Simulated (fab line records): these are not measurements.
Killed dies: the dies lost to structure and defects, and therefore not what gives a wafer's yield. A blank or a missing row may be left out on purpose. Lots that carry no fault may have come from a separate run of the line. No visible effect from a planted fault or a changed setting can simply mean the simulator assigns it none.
fab line records	flow n5_finfet
record: lots: 10	wafers: 27	last_day: 19
route steps=1938 shown ZERO_LAYER@4 WELL_APT@29 BEOL_M4@1111 PASSIVATION@1936
lots that met no fault: from a run of the same line without faults
start_h: hours from the record's first day to the start of the lot's first wafer shown	wait_h: hours since the lot's step before	" as in the row above	L1.1+2: a row that stands for several wafers	- either no value or no given start	* or withheld: withheld	< > ~ a bound
route shown NAME@n: NAME is a module with steps in the file, n the number in the route of the first one	usual: average and standard deviation across the fault-free wafers	same: alike in all rows	chamber/n: place in a boat	sites: per-site readings	_std_site: how widely they spread, as a standard deviation	_edge_site: the outer-site mean with the inner-site mean subtracted	radius_mm: how far each site lies from the wafer's centre	mask NAME#n: copy n	behind: tool/chamber where the wafer was last shaped	hold: what put the lot on hold/how long, in hours/how the hold closed	device: names the non-switching transistor (n, p or np)	end of line: the route-end tests of the same wafers	for a step that has no rows: nothing shown but its recipe	killed: dies that structure and defects cost at the first sort, which is not the same as the wafer's yield	map: shows each die of a wafer: x if killed, . if not, _ if none is there
set.NAME: the setting the step ran with; set.NAME@STEP: the setting that earlier step ran with	model.NAME: the simulator's own value behind a step, which no gauge read
the route's steps for a sample of lots (tables are steps, rows are wafers)
services: the hour from which a tool's chamber was out of use, counted from the record's first day as start_h (under 0 if before that day), plus the number of hours and why
== steps ==
step: N5_ZERO_LAYER_PECVD_02
recipe: material: SiO2	target_thk_a: 100	temp_c: 400	precursor: SiH4/N2O	pressure_torr: 0.75	rf_w: 275	time_s: 6
usual: heater_power_w: 842/110	showerhead_plenum_p_Torr: 8.14/0.16	showerhead_vpp_V: 1019/54	susceptor_temp_C: 400.01/0.21
lot.wafer	tool	chamber	start_h	wait_h	heater_power_w	showerhead_plenum_p_Torr	showerhead_vpp_V	susceptor_temp_C
L726.2	pecvd-04	2	12.28	0.0	841	7.98	923	399.98
L726.3	"	0	"	"	893	7.92	1041	400.04
L726.5	"	2	"	"	832	7.97	915	399.96
L727.3	pecvd-04	0	18.28	0.0	906	7.90	1042	400.51
L727.4	"	0	"	"	916	7.91	1052	399.88
L728.1	pecvd-04	1	24.28	0.0	751	8.31	1058	399.85
L728.5	"	2	"	"	902	7.97	919	399.91
L728.6	"	0	"	"	926	7.90	1052	399.54
L735.1	pecvd-01	0	66.28	0.0	777	8.32	1001	399.60
L735.2	"	2	"	"	895	8.20	1102	399.98
L735.5	"	0	"	"	776	8.31	1011	400.09
L736.2	pecvd-04	1	72.29	0.0	782	8.31	1053	399.95
L736.4	"	2	"	"	901	7.98	924	399.90
L736.6	"	0	"	"	787	7.93	1029	399.83
L742.1	pecvd-02	0	108.28	0.0	864	8.30	1044	399.79
L742.2	"	1	"	"	731	8.19	952	400.02
L742.4	"	2	"	"	780	8.22	1012	400.31
L745.1	pecvd-01	0	126.28	0.0	728	8.30	1027	399.85
L745.3	"	0	"	"	714	8.33	1004	399.84
L746.1	pecvd-04	0	132.28	0.0	930	7.91	1039	400.24
L746.2	"	1	"	"	726	8.31	1038	399.59
L746.5	"	0	"	"	933	7.92	1043	400.27
L748.3	pecvd-02	2	144.28	0.0	795	8.22	1019	400.19
L748.5	"	1	"	"	702	8.20	954	399.93
L748.6	"	2	"	"	814	8.22	1008	400.05
L749.1	pecvd-02	2	150.28	0.0	796	8.23	1022	400.06
L749.4	"	0	"	"	867	8.30	1043	399.95
step: N5_WELL_APT_OVL_MEAS_09
recipe: points_per_wafer: 44
usual: NWELL_OVL: 0/4.7
lot.wafer	tool	chamber	start_h	wait_h	NWELL_OVL[nm]
L726.2	overlay-01	0	13.61	0.0	0
L726.3	"	0	"	"	-4
L726.5	"	0	"	"	-1
L727.3	overlay-02	0	19.71	0.0	-7
L727.4	"	0	"	"	0
L728.1	overlay-02	0	26.15	0.0	-2
L728.5	"	0	"	"	-4
L728.6	"	0	"	"	1
L735.1	overlay-02	0	67.86	0.0	-6
L735.2	"	0	"	"	-1
L735.5	"	0	"	"	-3
L736.2	overlay-02	0	73.86	0.0	9
L736.4	"	0	"	"	7
L736.6	"	0	"	"	2
L742.1	overlay-01	0	109.59	0.0	4
L742.2	"	0	"	"	2
L742.4	"	0	"	"	0
L745.1	overlay-02	0	127.82	0.0	-1
L745.3	"	0	"	"	-5
L746.1	overlay-02	0	133.61	0.0	0
L746.2	"	0	"	"	7
L746.5	"	0	"	"	2
L748.3	overlay-02	0	146.06	0.0	-2
L748.5	"	0	"	"	1
L748.6	"	0	"	"	-1
L749.1	overlay-01	0	151.71	0.0	4
L749.4	"	0	"	"	12
step: N5_WELL_APT_CD_MEAS_25
recipe: target_cd_nm: 200	landing_energy_ev: 500	detector: se_inlens
usual: cd_nm: 201.0/2.7
lot.wafer	tool	chamber	start_h	wait_h	cd_nm
L726.2	cd_sem-02	0	14.82	-	207.3
L726.3	"	0	"	"	202.2
L726.5	"	0	"	"	204.9
L727.3	cd_sem-03	0	20.97	-	202.0
L727.4	"	0	"	"	202.8
L728.1	cd_sem-02	0	27.37	-	201.2
L728.5	"	0	"	"	202.0
L728.6	"	0	"	"	200.0
L735.1	cd_sem-02	0	68.95	-	202.0
L735.2	"	0	"	"	204.5
L735.5	"	0	"	"	202.6
L736.2	cd_sem-01	0	74.97	-	199.8
L736.4	"	0	"	"	202.1
L736.6	"	0	"	"	195.5
L742.1	cd_sem-03	0	110.73	-	201.1
L742.2	"	0	"	"	198.8
L742.4	"	0	"	"	199.3
L745.1	cd_sem-01	0	129.16	-	201.1
L745.3	"	0	"	"	198.3
L746.1	cd_sem-01	0	134.82	-	202.5
L746.2	"	0	"	"	202.8
L746.5	"	0	"	"	202.8
L748.3	cd_sem-01	0	148.22	-	206.3
L748.5	"	0	"	"	206.0
L748.6	"	0	"	"	204.1
L749.1	cd_sem-02	0	152.93	-	199.7
L749.4	"	0	"	"	203.8
step: N5_WELL_APT_IMPLANT_32
recipe: species: BF2	energy_kev: 50	dose_cm2: 2e+13	tilt_deg: 0	rotation_deg: 0
usual: beam_energy_keV: 50.002/0.015	beam_on_s: 9.99/0.21
lot.wafer	tool	chamber	start_h	wait_h	beam_energy_keV	beam_on_s
L726.2	implanter-02	0	15.22	0.1	49.984	9.92
L726.3	"	0	"	"	49.987	9.83
L726.5	"	0	"	"	49.990	10.27
L727.3	implanter-01	0	21.39	0.1	50.002	9.84
L727.4	"	0	"	"	50.013	10.42
L728.1	implanter-02	0	27.74	0.1	49.969	9.66
L728.5	"	0	"	"	49.991	9.95
L728.6	"	0	"	"	49.995	9.91
L735.1	implanter-02	-	69.58	0.1	-	-
L735.2	"	-	"	"	-	-
L735.5	"	-	"	"	-	-
L736.2	implanter-02	-	75.36	0.1	-	-
L736.4	"	-	"	"	-	-
L736.6	"	-	"	"	-	-
L742.1	implanter-02	0	111.11	0.1	50.002	9.84
L742.2	"	0	"	"	50.019	9.97
L742.4	"	0	"	"	50.012	10.08
L745.1	implanter-01	0	129.53	0.1	49.992	10.07
L745.3	"	0	"	"	49.994	10.32
L746.1	implanter-02	0	135.56	0.1	49.993	9.47
L746.2	"	0	"	"	49.996	10.03
L746.5	"	0	"	"	50.002	10.15
L748.3	implanter-02	0	148.86	0.1	49.991	10.28
L748.5	"	0	"	"	49.979	10.34
L748.6	"	0	"	"	49.993	9.83
L749.1	implanter-01	0	153.86	0.1	50.028	9.99
L749.4	"	0	"	"	50.024	10.00
step: N5_BEOL_M4_RC_MEAS_101
usual: CJ_N: 4.38/0.088	DIBL_N: 36.4/2.2	DIBL_P: 36.3/2.5	IOFF_N: 0.17/0.052	IOFF_N_85C: 3.3/0.81	IOFF_N_LIN: 0.076/0.016	IOFF_P: 0.23/0.049	ION_N: 674/17	ION_P: 464/11	RS_PWELL: 3014/22	SS_N: 71.7/0.98	SS_P: 73.3/0.84	VT_N: 250/4	VT_N_LVT: 99/3.8	VT_P: -249/3.8
lot.wafer	tool	chamber	start_h	wait_h	CJ_N	DIBL_N[mV/V]	DIBL_P[mV/V]	IOFF_N[nA/um]	IOFF_N_85C[nA/um]	IOFF_N_LIN[nA/um]	IOFF_P[nA/um]	ION_N[uA/um]	ION_P[uA/um]	RS_PWELL[ohm/sq]	SS_N[mV/dec]	SS_P[mV/dec]	VT_N[mV]	VT_N_LVT[mV]	VT_P[mV]
L726.2	prober-02	0	175.89	0.2	4.32	36.9	38.2	0.18	3.5	0.084	0.25	708	483	3010	71.2	73.4	246	96	-246
L726.3	"	0	"	"	4.46	40.0	41.8	0.23	4.3	0.101	0.32	704	487	3022	72.4	75.1	245	95	-243
L726.5	"	0	"	"	4.25	38.3	40.1	0.19	3.6	0.086	0.30	682	472	3003	72.0	75.2	246	96	-245
L727.3	prober-01	0	186.41	0.3	4.44	36.5	36.3	0.15	3.1	0.075	0.22	686	466	3025	71.0	72.7	247	99	-249
L727.4	"	0	"	"	4.30	34.8	33.8	0.11	2.3	0.053	0.18	627	440	3024	71.2	73.0	259	105	-257
L728.1	prober-02	0	239.10	0.0	4.47	37.6	38.8	0.21	3.9	0.093	0.33	691	477	3055	71.3	73.8	246	95	-242
L728.5	"	0	"	"	4.50	36.1	35.6	0.16	3.1	0.074	0.25	686	481	3016	71.6	73.1	251	99	-244
L728.6	"	0	"	"	4.32	33.2	33.2	0.12	2.4	0.058	0.21	656	464	3033	70.8	72.4	256	104	-247
L735.1	prober-01	0	242.72	0.0	1.07	146.9	40.1	88.48	638.3	2.594	0.34	730	468	3207	156.5	74.4	227	76	-240
L735.2	"	0	"	"	1.07	97.4	35.0	18.56	171.1	0.842	0.24	700	465	3249	131.6	72.9	235	86	-247
L735.5	"	0	"	"	1.09	99.0	33.7	16.95	158.9	0.753	0.20	683	453	3205	135.1	72.8	238	89	-249
L736.2	prober-02	0	272.13	0.2	1.08	91.6	34.2	12.29	118.6	0.603	0.18	688	453	3200	129.3	72.6	242	92	-254
L736.4	"	0	"	"	1.08	79.2	38.3	9.27	93.8	0.538	0.22	696	456	3175	119.4	73.7	240	90	-252
L736.6	"	0	"	"	1.07	78.6	41.5	10.52	104.4	0.614	0.29	711	467	3204	116.7	74.8	235	86	-247
L745.1	prober-02	0	317.45	0.0	4.30	36.8	36.9	0.18	3.5	0.085	0.24	689	468	2977	71.7	72.9	245	95	-248
L745.3	"	0	"	"	4.18	38.1	38.4	0.19	3.6	0.085	0.25	679	463	2959	72.0	73.9	246	97	-245
L742.1	prober-01	0	321.84	0.0	4.49	38.8	38.8	0.24	4.3	0.104	0.27	700	478	3001	71.9	74.3	243	92	-243
L742.2	"	0	"	"	4.39	38.0	36.3	0.21	3.9	0.076	0.22	649	447	2976	73.6	74.4	248	98	-251
L742.4	"	0	"	"	4.40	38.1	37.9	0.20	3.7	0.089	0.25	688	467	2992	72.5	73.7	245	95	-247
L746.1	prober-01	0	326.37	0.0	4.43	33.2	33.6	0.11	2.3	0.057	0.17	667	459	3027	70.6	71.8	252	103	-249
L746.2	"	0	"	"	4.58	37.1	37.4	0.18	3.4	0.081	0.23	695	472	3017	72.1	72.9	244	97	-244
L746.5	"	0	"	"	4.46	35.7	35.1	0.15	2.8	0.066	0.18	659	451	3019	70.6	72.5	251	101	-252
L748.3	prober-01	0	348.84	0.3	4.40	35.3	35.1	0.15	3.0	0.073	0.21	679	470	3028	71.6	73.5	252	98	-248
L748.5	"	0	"	"	4.50	37.2	37.3	0.19	3.5	0.083	0.24	687	470	3019	71.8	73.9	247	97	-249
L748.6	"	0	"	"	4.40	32.0	30.7	0.11	2.3	0.058	0.16	676	470	2991	69.8	72.2	255	101	-253
L749.1	prober-01	0	349.46	0.7	4.26	33.5	34.5	0.12	2.4	0.059	0.19	652	459	3024	71.2	72.9	255	102	-249
L749.4	"	0	"	"	4.33	34.1	34.9	0.14	2.7	0.067	0.20	674	470	3024	70.4	71.8	248	99	-249
step: N5_PASSIVATION_PROBE_49
usual: defect_limited_yield: 91.2/1.4	killed_at_M0_to_M3: 34/9.3	killed_at_M4_up: 14/5.9	killed_at_contacts: 14/5.7	killed_at_front_end: 38/10	killed_at_other: 4/3.2	killed_dies: 104/17	killed_open: 67/13	killed_short: 33/6.9	sort_bin_4_leakage: 0/3.6	sort_bin_5_function: 5.2/1	sort_bin_6_memory: 3.3/0.61	sort_bin_8_speed: 0.3/1.8	sort_n_pass: 1069/52
same: gross_dies: 1180	killed_at_back_side: 0
lot.wafer	tool	chamber	start_h	wait_h	defect_limited_yield[%]	killed_at_M0_to_M3	killed_at_M4_up	killed_at_contacts	killed_at_front_end	killed_at_other	killed_dies	killed_open	killed_short	sort_bin_4_leakage[%]	sort_bin_5_function[%]	sort_bin_6_memory[%]	sort_bin_8_speed[%]	sort_n_pass
L727.3	prober-01	-	292.20	0.1	90.8	37	13	15	32	12	109	66	34	0	5.8	3.1	0	1071
L727.4	prober-01	-	292.25	0.2	90.5	33	10	26	39	4	112	68	40	0	6.3	2.5	18.6	848
L735.1	prober-01	-	350.39	0.9	91.7	42	5	8	43	0	98	56	37	92	4.4	3.5	0.2	0
L735.2	prober-01	-	350.44	1.0	89.6	38	23	14	45	3	123	85	34	90	6.9	3.5	0	0
L735.5	prober-01	-	350.59	1.1	90.8	38	10	22	38	1	109	71	34	91	6.0	2.9	0	0
L736.2	prober-01	-	376.28	0.1	90.7	28	21	20	40	1	110	73	27	91	5.9	3.1	0	0
L736.4	prober-01	-	376.38	0.2	91.9	24	14	11	32	14	95	54	29	92	5.5	2.3	0	0
L736.6	prober-01	-	376.48	0.3	90.5	43	16	16	34	3	112	75	34	91	5.4	3.7	0	0
L742.1	prober-02	-	428.36	0.0	90.1	25	15	13	58	6	117	74	43	0	5.7	3.9	0	1063
L742.2	prober-02	-	428.41	0.1	88.9	31	13	9	77	1	131	96	34	0	7.2	3.7	0	1049
L742.4	prober-02	-	428.51	0.2	91.9	32	9	5	49	1	96	63	32	0	5.2	2.6	0	1084
killed by level:class
L727.3 MOL_CONTACT_COAG:geometric_particle:open=11 BEOL_M0_SAQP:geometric_particle:open=9 FIN_SAQP:geometric_particle:short=8 BEOL_M0_SAQP:geometric_particle:short=8 FIN_SAQP:geometric_particle:open=6 BEOL_M1:geometric_particle:open=5 DUMMY_GATE:geometric_particle:open=4 BEOL_M0:geometric_particle:open=4
L727.4 MOL_CONTACT_COAG:geometric_particle:open=22 BEOL_M2:geometric_particle:open=11 GATE_CUT:geometric_particle:short=9 FIN_SAQP:geometric_particle:open=5 FIN_SAQP:geometric_particle:short=5 GATE_CUT:geometric_particle:open=5 BEOL_M0_SAQP:geometric_particle:short=5 MOL_CONTACT_COAG:geometric_particle:short=4
L735.1 BEOL_M0_SAQP:geometric_particle:short=14 BEOL_M0_SAQP:geometric_particle:open=11 BEOL_M2:geometric_particle:open=11 STI_FIN_REVEAL:geometric_particle:open=9 FIN_SAQP:geometric_particle:short=7 MOL_CONTACT_COAG:geometric_particle:open=6 STARTING-WAFER:geometric_particle:short=5 FIN_SAQP:geometric_particle:open=4
L735.2 BEOL_M0_SAQP:geometric_particle:open=15 BEOL_M4:geometric_particle:open=14 MOL_CONTACT_COAG:geometric_particle:open=12 STI_FIN_REVEAL:geometric_particle:open=10 BEOL_M0_SAQP:geometric_particle:short=8 BEOL_M2:geometric_particle:open=7 FIN_SAQP:geometric_particle:short=6 FIN_SAQP:geometric_particle:open=6
L735.5 MOL_CONTACT_COAG:geometric_particle:open=19 BEOL_M0_SAQP:geometric_particle:short=15 STI_FIN_REVEAL:geometric_particle:open=12 BEOL_M4:geometric_particle:open=10 BEOL_M0_SAQP:geometric_particle:open=8 FIN_SAQP:geometric_particle:short=6 STARTING-WAFER:geometric_particle:open=5 FIN_SAQP:geometric_particle:open=4
L736.2 MOL_CONTACT_COAG:geometric_particle:open=17 BEOL_M2:geometric_particle:open=9 BEOL_M4:geometric_particle:open=8 SD_EPI_N:area_etch=7 STI_FIN_REVEAL:geometric_particle:open=6 BEOL_M3:geometric_particle:open=6 FIN_SAQP:geometric_particle:short=5 BEOL_M8:geometric_particle:open=5
L736.4 PASSIVATION:area_etch=11 DUMMY_GATE:geometric_particle:open=7 BEOL_M3:geometric_particle:open=7 MOL_CONTACT_COAG:geometric_particle:open=7 BEOL_M2:geometric_particle:open=7 BEOL_M4:geometric_particle:open=7 ILD0:geometric_particle:short=6 FIN_SAQP:geometric_particle:short=5
L736.6 BEOL_M2:geometric_particle:open=13 MOL_CONTACT_COAG:geometric_particle:open=12 FIN_SAQP:geometric_particle:open=8 BEOL_M0_SAQP:geometric_particle:open=8 BEOL_M3:geometric_particle:open=8 BEOL_M4:geometric_particle:open=7 ILD0:geometric_particle:short=7 BEOL_M0_SAQP:geometric_particle:short=7
L742.1 STI_FIN_REVEAL:geometric_particle:open=20 MOL_CONTACT_COAG:geometric_particle:open=10 FIN_SAQP:geometric_particle:short=9 BEOL_M2:geometric_particle:open=7 BEOL_M4:geometric_particle:open=7 FIN_SAQP:geometric_particle:open=6 BEOL_M2:geometric_particle:short=6 GATE_CUT:geometric_particle:short=5
L742.2 STI_FIN_REVEAL:geometric_particle:open=49 STI_FIN_REVEAL:geometric_particle:short=11 MOL_CONTACT_COAG:geometric_particle:open=7 BEOL_M0_SAQP:geometric_particle:open=7 BEOL_M5:geometric_particle:open=7 BEOL_M2:geometric_particle:open=6 BEOL_M0_SAQP:geometric_particle:short=5 FIN_SAQP:geometric_particle:short=4
L742.4 STI_FIN_REVEAL:geometric_particle:open=16 FIN_SAQP:geometric_particle:open=8 BEOL_M0_SAQP:geometric_particle:short=7 BEOL_M0_SAQP:geometric_particle:open=7 STI_FIN_REVEAL:geometric_particle:short=5 GATE_CUT:geometric_particle:short=5 BEOL_M1:geometric_particle:open=4 FIN_SAQP:geometric_particle:short=3
== services ==
tool	chamber	start_h	hours	kind
pecvd-01	-	-6.07	6.0	pm
implanter-01	-	-2.67	2.2	repair
implanter-02	-	-0.47	3.4	pm
pecvd-02	2	6.70	5.5	scheduled_down
pecvd-01	1	12.17	2.1	scheduled_down
pecvd-01	2	16.27	17.3	repair
pecvd-04	1	29.22	5.6	repair
implanter-01	-	35.44	1.5	repair
pecvd-01	2	50.15	7.6	repair
pecvd-01	1	56.72	9.6	repair
implanter-01	-	65.15	4.5	repair
pecvd-02	-	92.64	0.8	repair
pecvd-01	2	99.15	4.5	repair
pecvd-01	-	99.70	0.3	repair
pecvd-04	-	110.51	0.4	repair
pecvd-04	2	123.59	16.5	scheduled_down
implanter-01	-	137.80	1.1	repair
pecvd-04	1	151.27	2.1	scheduled_down
== key ==
first_sign: step: N5_WELL_APT_IMPLANT_32	reading: tool_record	direction: missing
effect: step: N5_BEOL_M4_RC_MEAS_101	reading: IOFF_N	direction: up	sigmas: 99+	usual: 0.17	struck: 26.01
effect: step: N5_BEOL_M4_RC_MEAS_101	reading: IOFF_N_85C	direction: up	sigmas: 99+	usual: 3.3	struck: 214.2
effect: step: N5_BEOL_M4_RC_MEAS_101	reading: SS_N	direction: up	sigmas: 61	usual: 71.7	struck: 131.4
effect: step: N5_BEOL_M4_RC_MEAS_101	reading: IOFF_N_LIN	direction: up	sigmas: 59	usual: 0.076	struck: 0.991
effect: step: N5_BEOL_M4_RC_MEAS_101	reading: CJ_N	direction: down	sigmas: 38	usual: 4.38	struck: 1.08
effect: step: N5_BEOL_M4_RC_MEAS_101	reading: DIBL_N	direction: up	sigmas: 29	usual: 36.4	struck: 98.8
effect: step: N5_BEOL_M4_RC_MEAS_101	reading: RS_PWELL	direction: up	sigmas: 8.9	usual: 3014	struck: 3207
effect: step: N5_BEOL_M4_RC_MEAS_101	reading: VT_N	direction: down	sigmas: 3.4	usual: 250	struck: 236
effect: step: N5_BEOL_M4_RC_MEAS_101	reading: VT_N_LVT	direction: down	sigmas: 3.2	usual: 99	struck: 87
effect: step: N5_BEOL_M4_RC_MEAS_101	reading: ION_N	direction: up	sigmas: 1.6	usual: 674	struck: 701	wafers_moved: 1
effect: step: N5_PASSIVATION_PROBE_49	reading: sort_bin_4_leakage	direction: up	sigmas: 25	usual: 0	struck: 91
met_at N5_WELL_APT_IMPLANT_32
struck_lots L735,L736
baseline_loss: step: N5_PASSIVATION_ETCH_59	wafers: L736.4
not_acting_at N5_ZERO_LAYER_PECVD_02,N5_WELL_APT_OVL_MEAS_09,N5_WELL_APT_CD_MEAS_25
onset_between 27.74 69.58
fault: kind: skipped_step_whole	tool: implanter-02	chamber: -	onset_h: 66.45	steps: N5_WELL_APT_IMPLANT_32	scope: struck_lots_only
baseline_loss: these wafers lose ten dies or more at that step, a loss of the line's own and not of a fault; the sort's usual values leave them out
